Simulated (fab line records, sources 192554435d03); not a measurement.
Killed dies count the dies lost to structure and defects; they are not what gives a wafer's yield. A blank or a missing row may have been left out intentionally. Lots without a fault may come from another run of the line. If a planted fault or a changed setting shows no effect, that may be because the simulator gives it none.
Matching of chambers | flow n5-finfet | 4 sister chambers for N5_BEOL_M1_STRIP_19 on rie-diel-03
The step strips in O2. 4 wafers are shown with their chamber, then 7 later ones without.

## WAFERS, EACH WITH ITS CHAMBER
wafer  | chamber | throttle-valve-pct (%)
L076.4 | 0       | 16.81
L078.5 | 2       | 16.99
L089.1 | 3       | 16.73
L089.4 | 1       | 16.76

## WAFERS WHOSE CHAMBER IS MISSING
wafer  | throttle-valve-pct (%)
L089.5 | 16.85
L094.2 | 16.73
L094.3 | 17.03
L094.5 | 16.75
L095.1 | 16.78
L095.4 | 17.02
L095.6 | 17.01

## EACH ONE'S CHAMBER
wafer  | from the rows above          | in truth
L089.5 | can't be placed: 0 or 1      | 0
L094.2 | can't be placed: 3 or 1      | 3
L094.3 | 2                            | 2
L094.5 | can't be placed: 1 or 3 or 0 | 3
L095.1 | can't be placed: 1 or 0 or 3 | 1
L095.4 | 2                            | 2
L095.6 | 2                            | 2
Correct placement for 3 of the 7. Cannot be placed on the basis of these rows: 4; the candidates contain the true chamber in 4. Wrongly placed: 0.
How it was worked out, from the rows above alone: a wafer's distance from a chamber is the root of the sum, over the readings, of the square of ((its reading less the chamber's mean) divided by the reading's scatter). The wafer belongs to the nearest chamber; if the next one is less than 2 further off, it can't be placed. The mean given for a chamber averages the wafers shown for that chamber. The scatter (one wafer shown for each chamber): square how far every hidden wafer sits from the nearest shown wafer, average those squares and take the square root.
